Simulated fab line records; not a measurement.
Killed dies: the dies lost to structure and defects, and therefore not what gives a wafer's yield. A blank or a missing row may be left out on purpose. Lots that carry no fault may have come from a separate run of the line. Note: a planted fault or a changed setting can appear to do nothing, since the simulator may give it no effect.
Chamber matching -- flow nand harc -- NHARC_A_STAIRCASE_TRIM_196 on rie diel-10: 4 sister chambers
The step chemistry O2, time 211.2 s. 4 wafers are shown with their chamber, then 8 later ones without.

## WAFERS WITH THEIR CHAMBER
wafer,chamber,drypump motor current A (A)
L090.1,2,5.4
L090.3,3,5.9
L092.5,1,5.7
L095.1,0,5.4

## WAFERS MISSING THEIR CHAMBER
wafer,drypump motor current A (A)
L095.2,5.4
L095.4,5.9
L094.2,5.8
L094.5,5.7
L094.6,5.4
L097.3,5.9
L097.4,5.5
L097.5,5.9

## WHICH CHAMBER EACH ONE RAN IN
wafer,from the rows above,in truth
L095.2,can't be placed: 0 or 2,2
L095.4,3,3
L094.2,can't be placed: 1 or 3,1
L094.5,1,1
L094.6,can't be placed: 0 or 2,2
L097.3,3,3
L097.4,can't be placed: 0 or 2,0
L097.5,3,3
Correct placement for 4 of the 8. Not placeable from these rows: 4 (in 4, the candidates include the true chamber). 0 placed wrongly.
How it was worked out, from the rows above alone: a wafer's distance from a chamber is the root of the sum, over the readings, of the square of ((its reading less the chamber's mean) divided by the reading's scatter). The wafer belongs to the nearest chamber; if the next one is less than 2 further off, it can't be placed. For every chamber, the mean is computed from those of its wafers that are shown. The scatter: with one shown wafer a chamber, the root of the mean of the squares of how far each hidden wafer lies from its nearest shown one.
